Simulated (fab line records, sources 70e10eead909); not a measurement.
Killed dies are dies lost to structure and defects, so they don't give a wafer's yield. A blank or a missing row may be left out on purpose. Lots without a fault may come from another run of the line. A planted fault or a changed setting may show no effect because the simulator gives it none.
fab line records | flow nand_harc
record lots=6 wafers=18 last_day=32
route steps=1302 shown A_CHANNEL_HOLE_D2@603 A_CHANNEL_FILL_D2@610 END@1302
lots that met no fault: from a run of the same line without faults
start_h: hours from the record's first day to the start of the lot's first wafer shown | wait_h: hours since the lot's step before | " the same as in the row above | L1.1+2: a row that stands for several wafers | - no value, or no start given | * or withheld: withheld | < > ~ a bound
route shown NAME@n: a module of which the file shows steps, and the number in the route of the first | usual: mean/standard deviation of fault-free wafers | same: alike in all rows | chamber/n: place in a boat | sites: the reading at each site | _std_site: their standard deviation | _edge_site: outer sites' mean less inner sites' | radius_mm: how far each site lies from the wafer's centre | mask NAME#n: copy n | behind: the tool/chamber that last shaped the wafer | hold: why the lot was held/for how many hours/how that ended | device: the transistor (n, p or np) that didn't switch | end of line: the same wafers' tests at the end of the route | a step without rows: its recipe alone | killed: dies lost to structure and defects at the first sort, not the wafer's yield | map: a wafer's dies, x killed, . not, _ none there
set.NAME: the setting as run; set.NAME@STEP: as run at that earlier step | model.NAME: the simulator's own value behind a step, which no gauge read
lots at some steps of the route; a table a step, a row a wafer
services: from which hour (start_h, from the record's first day; less than 0 if before it) a tool's chamber was out of use, for how many hours, and why
## steps
# step NHARC_A_CHANNEL_HOLE_D2_ETCH_44
# recipe target_depth_a=1400 overetch_a=140 time_s=77 ion_energy_ev=100 cf4_flow_sccm=80 o2_flow_sccm=20 ar_flow_sccm=0 rf_w=300 bias_w=100 chemistry=CF4/O2
# usual drypump_motor_current_A=5.6/0.48 mfc_ar_sccm=0.012/0.013 oes_ar_750_au=1.000/0.0039 oes_product_au=1.003/0.0063 rf_vpp_V=197.9/1.4 showerhead_plenum_p_Torr=1.34/0.054 throttle_valve_pct=13.397/0.0085
# columns lot.wafer tool chamber start_h wait_h drypump_motor_current_A mfc_ar_sccm oes_ar_750_au oes_product_au rf_hours_counter_h rf_vpp_V showerhead_plenum_p_Torr throttle_valve_pct
L328.3 rie_diel-02 3 343.18 0.1 5.9 0.035 0.996 1.017 6 198.0 1.33 13.387
L328.4 " 0 " " 5.1 0.010 0.994 1.000 7 199.2 1.38 13.386
L328.5 " 1 " " 4.9 0 0.992 1.010 - 199.5 1.43 13.396
L334.4 rie_diel-02 0 403.44 0.1 5.1 0.010 0.990 1.015 0 198.5 1.38 13.392
L334.3 " 1 " " 4.9 0 1.003 1.001 0 201.3 1.43 13.403
L334.2 " 3 " " 5.9 0.035 1.004 1.012 0 196.5 1.33 13.402
L335.2 rie_diel-02 3 406.58 0.1 5.8 0.035 1.012 1.009 0 197.1 1.33 13.392
L335.6 " 0 " " 5.2 0.010 0.997 0.994 - 198.0 1.38 13.400
L335.5 " 1 " " 4.9 0 1.001 0.993 - 199.8 1.43 13.393
L342.3 rie_diel-02 2 471.55 0.1 5.7 0.009 0.994 0.995 3 196.2 1.27 13.395
L342.1 " 3 " " 5.9 0.035 1.005 1.005 3 197.3 1.32 13.402
L342.5 " 0 " " 5.2 0.010 1.001 1.002 - 198.1 1.38 13.391
L343.3 rie_diel-02 3 495.67 0.1 5.9 0.035 0.992 0.992 4 197.9 1.32 13.391
L343.4 " 2 " " 5.7 0.009 0.999 1.006 - 196.8 1.27 13.409
L343.6 " 3 " " 5.8 0.035 1.000 0.990 - 198.1 1.32 13.389
L346.3 rie_diel-10 0 517.08 0.0 6.2 0.028 0.991 1.003 7 199.3 1.41 13.405
L346.1 " 2 " " 6.3 0.007 0.999 1.009 6 197.9 1.36 13.382
L346.5 " 1 " " 5.6 0.035 0.999 1.007 - 195.2 1.29 13.391
# step NHARC_A_CHANNEL_HOLE_D2_STRIP_28
# recipe o2_flow_sccm=500 ar_flow_sccm=0 bias_w=0 chemistry=O2
# usual drypump_motor_current_A=5.6/0.47 mfc_ar_sccm=0.013/0.014 oes_product_au=1.003/0.0072 rf_vpp_V=57.8/0.9 showerhead_plenum_p_Torr=3.54/0.14 throttle_valve_pct=17.037/0.0092
# columns lot.wafer tool chamber start_h wait_h drypump_motor_current_A mfc_ar_sccm oes_product_au rf_hours_counter_h rf_vpp_V showerhead_plenum_p_Torr throttle_valve_pct
L328.4 rie_diel-02 2 - - 5.7 0.009 0.995 7 57.0 3.38 17.038
L328.3 " 1 " " 4.9 0 0.997 7 59.9 3.77 17.030
L328.5 " 3 " " 5.9 0.035 0.999 - 56.4 3.51 17.034
L334.3 rie_diel-02 3 - - 5.9 0.035 1.011 0 57.0 3.50 17.037
L334.4 " 0 " " 5.2 0.010 1.019 0 58.3 3.65 17.040
L334.2 " 1 " " 5.0 0 1.008 0 57.6 3.76 17.026
L335.2 rie_diel-02 3 - - 5.9 0.035 1.012 0 57.0 3.50 17.031
L335.6 " 0 " " 5.2 0.010 1.003 - 57.2 3.65 17.029
L335.5 " 1 " " 4.9 0 0.986 - 58.1 3.76 17.041
L342.1 rie_diel-02 3 - - 5.9 0.035 1.012 3 59.2 3.50 17.046
L342.3 " 0 " " 5.1 0.010 1.012 3 58.9 3.64 17.044
L342.5 " 1 " " 5.0 0 0.997 - 59.5 3.76 17.033
L343.3 rie_diel-02 0 - - 5.1 0.010 1.001 5 58.3 3.64 17.020
L343.6 " 0 " " 5.1 0.010 1.007 - 58.8 3.64 17.051
L343.4 " 2 " " 5.7 0.009 0.998 - 57.9 3.37 17.047
L346.3 rie_diel-10 0 - - 6.2 0.028 1.001 7 60.8 3.73 17.038
L346.1 " 2 " " 6.4 0.007 1.006 6 57.6 3.58 17.036
L346.5 " 3 " " 5.2 0 1.011 - 57.9 3.62 17.044
# step NHARC_A_CHANNEL_HOLE_D2_PRECLEAN_29
# recipe time_s=* temp_c=50 bath_age_min=0 chemistry=SC1
# step NHARC_A_CHANNEL_HOLE_D2_SRD_30
# step NHARC_A_CHANNEL_HOLE_D2_CD_MEAS_31
# usual cd_nm=89.9/1.1
# columns lot.wafer tool chamber start_h wait_h cd_nm
L328.3 cd_sem-02 - 343.97 - 92.0
L328.4 " - " " 90.2
L328.5 " - " " 90.3
L334.2 cd_sem-01 - 404.24 - 89.6
L334.3 " - " " 88.8
L334.4 " - " " 88.8
L335.2 cd_sem-02 - 407.36 - 88.7
L335.5 " - " " 89.8
L335.6 " - " " 87.2
L342.1 cd_sem-01 - 472.33 - 90.0
L342.3 " - " " 88.3
L342.5 " - " " 89.9
L343.3 cd_sem-03 - 496.58 - 90.4
L343.4 " - " " 89.3
L343.6 " - " " 91.4
L346.1 cd_sem-03 - 517.88 - 89.7
L346.3 " - " " 90.9
L346.5 " - " " 91.3
# step NHARC_A_CHANNEL_HOLE_D2_XSEM_32
# recipe landing_energy_ev=35000
# step NHARC_A_CHANNEL_HOLE_D2_INSPECT_40
# usual raw_defect_count=303/95
# columns lot.wafer tool chamber start_h wait_h raw_defect_count
L328.3 defect_inspect-01 - 344.15 - 222
L328.4 " - " " 297
L328.5 " - " " 261
L334.2 defect_inspect-01 - 404.42 - 235
L334.3 " - " " 182
L334.4 " - " " 211
L335.2 defect_inspect-02 - 407.55 - 385
L335.5 " - " " 471
L335.6 " - " " 507
L342.1 defect_inspect-02 - 472.51 - 268
L342.3 " - " " 243
L342.5 " - " " 319
L343.3 defect_inspect-02 - 496.77 - 353
L343.4 " - " " 274
L343.6 " - " " 289
L346.1 defect_inspect-01 - 518.06 - 385
L346.3 " - " " 565
L346.5 " - " " 283
# step NHARC_A_CHANNEL_FILL_D2_PRECLEAN_00
# recipe time_s=* temp_c=50 bath_age_min=0 chemistry=SC1
# step NHARC_A_CHANNEL_FILL_D2_SRD_01
# step NHARC_A_CHANNEL_FILL_D2_ALD_02
# recipe target_thk_a=60 pulse_time_s=10 ald_cycles=60 temp_c=300 material=SiO2
# usual heater_power_w=470/57 precursor_pulse_height_rel=0.999/0.02 susceptor_temp_C=299.99/0.2
# same pulse_time_s=10
# columns lot.wafer tool chamber start_h wait_h heater_power_w precursor_pulse_height_rel susceptor_temp_C
L328.4 ald_hk-04 2 344.49 - 390 0.975 -
L328.3 " 3 " " 518 0.997 -
L328.5 " 0 " " 545 0.965 -
L334.3 ald_hk-04 3 404.69 - 513 0.980 299.95
L334.4 " 0 " " 547 1.015 300.28
L334.2 " 1 " " 420 0.979 299.95
L335.2 ald_hk-01 3 407.89 - 376 0.969 299.96
L335.6 " 1 " " 462 0.978 300.13
L335.5 " 2 " " 510 1.019 300.06
L342.1 ald_hk-03 3 472.85 - 438 1.010 299.86
L342.3 " 1 " " 456 0.994 300.21
L342.5 " 3 " " 439 1.021 300.08
L343.3 ald_hk-01 2 497.12 - 506 0.975 299.85
L343.4 " 3 " " 382 0.985 300.07
L343.6 " 1 " " 473 0.982 299.89
L346.1 ald_hk-01 0 518.26 - 482 1.042 299.95
L346.3 " 2 " " 513 1.006 300.08
L346.5 " 0 " " 479 0.997 299.81
# step NHARC_A_CHANNEL_FILL_D2_ALD_03
# recipe target_thk_a=60 pulse_time_s=60 ald_cycles=58 temp_c=630 pressure_torr=2 material=SiNx
# usual precursor_pulse_height_rel=1.002/0.02 susceptor_temp_C=629.95/0.29
# same pulse_time_s=60
# columns lot.wafer tool chamber start_h wait_h precursor_pulse_height_rel susceptor_temp_C
L328.3 ald_sin_batch-02 0 - - 1.017 630.12
L328.4 " 0 " " 0.982 630.72
L328.5 " 0 " " 0.978 630.09
L334.2 ald_sin_batch-02 0 - - 1.007 -
L334.3 " 0 " " 0.997 -
L334.4 " 0 " " 1.011 -
L335.2 ald_sin_batch-03 0 - - 0.994 629.87
L335.5 " 0 " " 0.990 629.96
L335.6 " 0 " " 0.989 629.59
L342.1 ald_sin_batch-03 0 - - 0.991 -
L342.3 " 0 " " 0.978 -
L342.5 " 0 " " 0.992 -
L343.3 ald_sin_batch-02 0 - - 0.994 629.99
L343.4 " 0 " " 1.011 629.62
L343.6 " 0 " " 0.991 629.95
L346.1 ald_sin_batch-02 0 - - 0.985 629.91
L346.3 " 0 " " 0.988 630.17
L346.5 " 0 " " 1.021 629.93
# step NHARC_A_CHANNEL_FILL_D2_ALD_14
# recipe target_thk_a=25 pulse_time_s=10 ald_cycles=25 temp_c=300 material=SiO2
# usual heater_power_w=476/65 precursor_pulse_height_rel=1.000/0.019 susceptor_temp_C=299.98/0.19
# same pulse_time_s=10
# columns lot.wafer tool chamber start_h wait_h heater_power_w precursor_pulse_height_rel susceptor_temp_C
L328.3 ald_hk-04 2 351.40 0.1 380 1.001 299.64
L328.4 " 0 " " 542 1.000 299.89
L328.5 " 1 " " 435 0.989 299.94
L334.4 ald_hk-04 2 411.62 0.0 384 1.002 299.83
L334.2 " 3 " " 511 1.010 300.15
L334.3 " 1 " " 432 1.027 299.79
L335.2 ald_hk-03 0 414.85 0.1 625 0.978 300.07
L335.5 " 2 " " 490 0.982 300.13
L335.6 " 3 " " 435 0.993 300.33
L342.3 ald_hk-03 2 481.92 1.9 507 0.976 -
L342.1 " 3 " " 447 1.020 -
L342.5 " 1 " " 459 0.983 -
L343.3 ald_hk-01 3 504.00 0.0 387 1.058 300.09
L343.4 " 1 " " 470 1.016 300.28
L343.6 " 0 " " 492 1.021 299.91
L346.3 ald_hk-01 3 525.29 0.0 389 1.000 300.20
L346.1 " 0 " " 496 0.996 300.13
L346.5 " 3 " " 386 0.985 300.16
# step NHARC_A_CHANNEL_FILL_D2_ALD_15
# recipe target_thk_a=20 pulse_time_s=60 ald_cycles=19 temp_c=630 pressure_torr=2 material=SiNx
# usual precursor_pulse_height_rel=1.000/0.021 susceptor_temp_C=630.1/0.31
# same pulse_time_s=60
# columns lot.wafer tool chamber start_h wait_h precursor_pulse_height_rel susceptor_temp_C
L328.3 ald_sin_batch-02 0 354.49 - 0.991 -
L328.4 " 0 " " 0.983 -
L328.5 " 0 " " 0.990 -
L334.2 ald_sin_batch-02 0 416.58 - 0.980 604.6
L334.3 " 0 " " 0.984 604.5
L334.4 " 0 " " 0.982 604.5
L335.2 ald_sin_batch-02 0 416.58 - 1.007 603.7
L335.5 " 0 " " 1.000 604.0
L335.6 " 0 " " 1.001 604.6
L342.1 ald_sin_batch-01 0 484.96 - 1.008 -
L342.3 " 0 " " 0.995 -
L342.5 " 0 " " 1.005 -
L343.3 ald_sin_batch-02 0 507.12 - 0.989 630.2
L343.4 " 0 " " 0.989 630.0
L343.6 " 0 " " 1.028 630.2
L346.1 ald_sin_batch-02 0 528.41 - 1.004 -
L346.3 " 0 " " 0.988 -
L346.5 " 0 " " 0.999 -
# step NHARC_A_CHANNEL_FILL_D2_ALD_16
# recipe target_thk_a=15 pulse_time_s=10 ald_cycles=15 temp_c=300 material=SiO2
# step NHARC_END_SORT_01
# recipe temp_c=25
# usual killed_at_array=56/20 killed_at_other=1/1.3 killed_at_periphery=3.5/2.7 killed_dies=60/20 killed_open=3.3/1.6 killed_short=2.4/1.5
# same gross_dies=677
# columns lot.wafer tool chamber start_h wait_h killed_at_array killed_at_other killed_at_periphery killed_dies killed_open killed_short
L328.3 prober-01 0 612.05 3.1 73 1 2 76 2 3
L328.4 prober-01 0 612.85 3.4 60 3 3 66 3 3
L328.5 prober-01 0 613.64 3.7 81 5 4 90 3 0
L335.2 prober-01 0 656.01 2.8 51 1 2 54 2 2
L335.5 prober-01 0 658.45 3.7 48 2 3 53 1 5
L335.6 prober-01 0 659.26 4.1 60 0 2 62 2 1
L334.2 prober-02 0 656.07 2.8 56 4 2 62 4 1
L334.3 prober-02 0 656.87 3.1 51 1 1 53 2 3
L334.4 prober-02 0 657.68 3.4 59 0 2 61 4 2
L342.1 prober-02 0 729.71 2.5 21 0 4 25 6 2
L342.3 prober-02 0 731.31 3.1 39 0 2 41 3 4
L342.5 prober-02 0 732.92 3.7 28 0 3 31 3 4
L343.3 prober-01 0 750.28 3.1 71 1 0 72 5 2
L343.4 prober-01 0 751.09 3.4 68 4 1 73 1 3
L343.6 prober-01 0 752.69 4.0 82 1 0 83 5 1
L346.1 prober-01 0 771.23 2.5 49 1 3 53 3 1
L346.3 prober-01 0 772.82 3.1 53 0 5 58 4 4
L346.5 prober-01 0 774.41 3.7 53 0 0 53 1 2
# killed by level:class
L328.3 A_CHANNEL_HOLE_D1:chamber_film_flake=32 A_SLIT:chamber_film_flake=26 A_CONTACT:chamber_film_flake=6 A_CHANNEL_HOLE_D2:chamber_film_flake=4 P_M0:geometric_particle:open=1 A_CHANNEL_FILL_D1:geometric_particle:short=1 A_ONON_D2:geometric_particle:open=1 A_ONON_D2:geometric_particle:short=1
L328.4 A_SLIT:chamber_film_flake=22 A_CHANNEL_HOLE_D1:chamber_film_flake=19 A_CHANNEL_HOLE_D2:chamber_film_flake=7 A_CONTACT:chamber_film_flake=3 THIN_TSV:chamber_film_flake=3 A_DECK1_JOINT:chamber_film_flake=2 A_WL_FILL:chamber_film_flake=2 P_GATE:geometric_particle:short=1
L328.5 A_CHANNEL_HOLE_D1:chamber_film_flake=39 A_SLIT:chamber_film_flake=24 A_CHANNEL_HOLE_D2:chamber_film_flake=7 A_CONTACT:chamber_film_flake=6 THIN_TSV:chamber_film_flake=5 P_GATE:chamber_film_flake=3 A_WL_FILL:chamber_film_flake=2 P_STI:geometric_particle:open=1
L335.2 A_CHANNEL_HOLE_D2:chamber_film_flake=23 A_CHANNEL_HOLE_D1:chamber_film_flake=16 A_STAIRCASE:chamber_film_flake=3 A_CONTACT:chamber_film_flake=3 P_STI:chamber_film_flake=2 A_SOURCE_PLATE:geometric_particle:short=1 A_ONON_D2:geometric_particle:open=1 A_CHANNEL_HOLE_D2:geometric_particle:open=1
L334.2 A_SLIT:chamber_film_flake=35 A_CHANNEL_HOLE_D1:chamber_film_flake=6 THIN_TSV:chamber_film_flake=4 A_M0:geometric_particle:open=3 A_CHANNEL_HOLE_D2:chamber_film_flake=3 P_GATE:chamber_film_flake=2 A_CHANNEL_FILL_D1:chamber_film_flake=2 A_STAIRCASE:chamber_film_flake=2
L334.3 A_SLIT:chamber_film_flake=28 A_CHANNEL_HOLE_D1:chamber_film_flake=6 A_STAIRCASE:chamber_film_flake=4 A_CHANNEL_HOLE_D2:chamber_film_flake=3 A_CHANNEL_HOLE_D2:unspecified=2 A_BLC:chamber_film_flake=2 P_CONTACT:geometric_particle:open=1 A_ONON_D1:geometric_particle:short=1
L334.4 A_SLIT:chamber_film_flake=34 A_CHANNEL_HOLE_D2:chamber_film_flake=7 A_ZERO_WELL:chamber_film_flake=3 A_CHANNEL_HOLE_D1:chamber_film_flake=3 A_STAIRCASE:chamber_film_flake=3 P_M0:geometric_particle:open=2 A_M1:chamber_film_flake=2 A_CHANNEL_FILL_D1:geometric_particle:short=1
L335.5 A_CHANNEL_HOLE_D2:chamber_film_flake=20 A_CHANNEL_HOLE_D1:chamber_film_flake=19 A_SGD_CUT:geometric_particle:short=2 A_STAIRCASE:chamber_film_flake=2 THIN_TSV:chamber_film_flake=2 P_M1:geometric_particle:short=1 A_CHANNEL_HOLE_D1:geometric_particle:open=1 A_ONON_D2:geometric_particle:short=1
L335.6 A_CHANNEL_HOLE_D1:chamber_film_flake=33 A_CHANNEL_HOLE_D2:chamber_film_flake=21 A_STAIRCASE:chamber_film_flake=3 P_GATE:geometric_particle:open=1 A_ONON_D1:geometric_particle:short=1 A_M0:geometric_particle:open=1 P_STI:chamber_film_flake=1 A_CONTACT:chamber_film_flake=1
L342.1 A_CHANNEL_HOLE_D1:chamber_film_flake=7 A_STAIRCASE:chamber_film_flake=6 P_GATE:geometric_particle:open=1 P_M0:geometric_particle:open=1 A_ONON_D2:geometric_particle:open=1 A_STAIRCASE:geometric_particle:open=1 A_SGD_CUT:geometric_particle:short=1 A_WL_FILL:geometric_particle:short=1
L342.3 A_CHANNEL_HOLE_D1:chamber_film_flake=16 A_STAIRCASE:chamber_film_flake=4 A_BLC:chamber_film_flake=4 A_CONTACT:chamber_film_flake=3 A_BLC:geometric_particle:open=2 A_SLIT:chamber_film_flake=2 P_STI:geometric_particle:short=1 A_CHANNEL_FILL_D1:geometric_particle:short=1
L342.5 A_CHANNEL_HOLE_D1:chamber_film_flake=14 P_GATE:chamber_film_flake=2 A_STAIRCASE:chamber_film_flake=2 A_SLIT:chamber_film_flake=2 A_CONTACT:chamber_film_flake=2 P_GATE:geometric_particle:open=1 A_CHANNEL_FILL_D1:geometric_particle:short=1 A_DECK1_JOINT:geometric_particle:short=1
L343.3 A_SLIT:chamber_film_flake=23 A_CHANNEL_HOLE_D2:chamber_film_flake=16 A_CHANNEL_HOLE_D1:chamber_film_flake=11 A_CONTACT:chamber_film_flake=8 A_CHANNEL_FILL_D1:chamber_film_flake=4 A_DECK1_JOINT:geometric_particle:open=2 A_CHANNEL_FILL_D2:geometric_particle:open=2 A_CHANNEL_FILL_D1:geometric_particle:open=1
L343.4 A_SLIT:chamber_film_flake=28 A_CHANNEL_HOLE_D2:chamber_film_flake=24 A_CHANNEL_HOLE_D1:chamber_film_flake=7 A_CONTACT:chamber_film_flake=4 THIN_TSV:chamber_film_flake=3 A_STAIRCASE:chamber_film_flake=2 P_M0:geometric_particle:short=1 A_ONON_D1:geometric_particle:short=1
L343.6 A_SLIT:chamber_film_flake=32 A_CHANNEL_HOLE_D2:chamber_film_flake=27 A_CHANNEL_HOLE_D1:chamber_film_flake=9 A_CHANNEL_FILL_D1:chamber_film_flake=3 A_CONTACT:chamber_film_flake=3 A_ONON_D2:geometric_particle:open=2 A_ONON_D1:geometric_particle:open=1 A_CHANNEL_HOLE_D1:geometric_particle:open=1
L346.1 A_CHANNEL_HOLE_D2:chamber_film_flake=28 A_SLIT:chamber_film_flake=5 A_DECK1_JOINT:chamber_film_flake=4 A_ZERO_WELL:chamber_film_flake=3 A_BLC:chamber_film_flake=3 A_CHANNEL_HOLE_D1:chamber_film_flake=2 A_STAIRCASE:chamber_film_flake=2 P_STI:geometric_particle:short=1
L346.3 A_CHANNEL_HOLE_D2:chamber_film_flake=32 A_ZERO_WELL:chamber_film_flake=3 A_DECK1_JOINT:chamber_film_flake=3 A_CHANNEL_FILL_D1:geometric_particle:short=2 A_CHANNEL_HOLE_D1:chamber_film_flake=2 A_STAIRCASE:chamber_film_flake=2 A_SLIT:chamber_film_flake=2 P_GATE:geometric_particle:open=1
L346.5 A_CHANNEL_HOLE_D2:chamber_film_flake=26 A_SLIT:chamber_film_flake=7 A_ZERO_WELL:chamber_film_flake=3 A_CHANNEL_FILL_D1:chamber_film_flake=3 A_CONTACT:chamber_film_flake=3 A_DECK1_JOINT:chamber_film_flake=2 A_STAIRCASE:chamber_film_flake=2 A_BLC:chamber_film_flake=2
## services
# columns tool chamber start_h hours kind
ald_hk-01 - 322.13 2.1 repair
rie_diel-02 0 323.94 - clean
rie_diel-02 1 323.94 - clean
rie_diel-02 2 323.94 - clean
rie_diel-02 3 323.94 - clean
rie_diel-10 3 341.82 6.0 repair
rie_diel-02 0 348.52 - clean
rie_diel-02 1 348.52 - clean
rie_diel-02 2 348.52 - clean
rie_diel-02 3 348.52 - clean
ald_hk-04 - 366.28 2.0 repair
rie_diel-02 0 373.02 - clean
rie_diel-02 - 393.70 9.0 pm
rie_diel-10 - 394.50 0.2 repair
ald_hk-03 - 394.74 10.0 pm
ald_sin_batch-01 - 404.89 12.8 repair
rie_diel-10 - 419.50 9.0 pm
ald_hk-04 - 432.14 10.0 pm
rie_diel-02 1 433.31 2.9 repair
ald_sin_batch-02 - 439.54 3.1 repair
ald_hk-01 - 477.92 10.0 pm
rie_diel-10 3 487.99 8.2 repair
rie_diel-02 1 495.57 9.1 repair
ald_sin_batch-01 - 506.00 26.0 pm
## key
first_sign step=NHARC_A_CHANNEL_FILL_D2_ALD_15 reading=susceptor_temp_C direction=down sigmas=84 usual=* struck=*
effect none on later readings
met_at NHARC_A_CHANNEL_FILL_D2_ALD_15
struck_wafers L334.2,L334.3,L334.4,L335.2,L335.5,L335.6
tester_left_out L334,L335
onset_between 354.49 416.58
fault kind=process_parameter_drift tool=ald_sin_batch-02 chamber=- onset_h=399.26 steps=NHARC_A_CHANNEL_FILL_D2_ALD_15 channel=temp_c offset=* shape=step end_h=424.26 acts_in=* stated=*
# tester_left_out: of these lots the tester's yield and bins aren't shown, on N5 and GAA mostly nor the transistor test; their killed dies are dies lost to structure and defects alone, not to doping, threshold or leakage, so they don't give the yield
